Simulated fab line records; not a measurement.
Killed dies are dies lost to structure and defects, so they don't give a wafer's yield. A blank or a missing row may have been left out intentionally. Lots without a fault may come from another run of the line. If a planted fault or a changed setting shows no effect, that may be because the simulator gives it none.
Struck lot and sound lot, side by side :: flow n5-finfet :: 13 out of 1938 route steps
Sound: these wafers, L113.2, L113.4, L113.6. Wafers L121.1, L121.2, L121.4 were the ones struck. Last of all comes the cause.
Each step with rows lists, per side, the tool, then ch with its chambers, then its first start. Under that, the readings that differ: sound wafers :: struck wafers :: difference of the means :: sigmas: that difference in standard deviations of wafers without a fault.
alike: readings with means less than 2 such deviations apart, plus words and numbers identical on both sides. not compared: withheld readings, readings lacking a value on some wafer, bounds such as >300 that could conceal the same value, and numbers that have no deviation in the record and whose values overlap.
A row with sigmas, a row that says differs or no value, or rows on one side alone: a step with any of these is where the two part. Non-overlapping numbers with no deviation appear without sigmas and do not part them. A reading missing from all wafers of one side parts the sides only when that side holds two or more wafers.

first, 9 steps without rows for these wafers: N5_BEOL_M3_EBR_24; N5_BEOL_M3_SOFTBAKE_23 (time 60 s); N5_BEOL_M3_EXPOSE_25 (exposes mask V2, defocus 5 nm); N5_BEOL_M3_PEB_26 (peb time 60 s); N5_BEOL_M3_DEVELOP_27 (develop time 30 s); N5_BEOL_M3_DESCUM_33 (chemistry O2, time 7 s); N5_BEOL_M3_ETCH_77 (etches underlayer in N2/H2, target depth 6.5 nm, time 5.2 s); N5_BEOL_M3_ETCH_69 (etches SiARC in CF4, target depth 15.6 nm, time 26 s); N5_BEOL_M3_ALD_98 (deposits SiO2, target thk 2.5 nm, pulse time 1 s, co reactant pulse time 1 s).
N5_BEOL_M3_ETCHBACK_99: etches SiO2 in CHF3, target depth 5 nm, time 10.4 s.
  sound on rie-diel-04 ch 0,1,2, day 8 03:52; struck on rie-diel-06 ch 0,3, day 10 13:23
  no value came back on the struck wafers for any of 8 readings (CHF3_flow_sccm (sccm), bias-w (W) and others); on the sound wafers CHF3_flow_sccm (sccm) reads 11.96 11.95 12.05
  not compared: rf-hours-counter-h
then, 1 step without rows for these wafers: N5_BEOL_M3_ETCH_70 (etches SOC in N2/H2, target depth 80 nm, overetch 16 nm, time 120 s).
N5_BEOL_M4_RC_MEAS_101:
  the record has rows for the sound wafers here (prober-02 ch 0, day 9 06:36) and none for the struck ones
-- a jump in the record: the struck wafers' starts before and after are 5 days apart (it breaks off in module BEOL_M4 and resumes in module PASSIVATION, where the first step shown is number 1936 of the route) --
N5_PASSIVATION_PROBE_49:
  only the struck wafers here have rows in the record (prober-02, day 16 01:05); the sound ones have none

## WHERE THEY PART
Earliest at N5_BEOL_M3_ETCHBACK_99; latest, in this record, at N5_PASSIVATION_PROBE_49.

WHY: what had been put in by the simulator
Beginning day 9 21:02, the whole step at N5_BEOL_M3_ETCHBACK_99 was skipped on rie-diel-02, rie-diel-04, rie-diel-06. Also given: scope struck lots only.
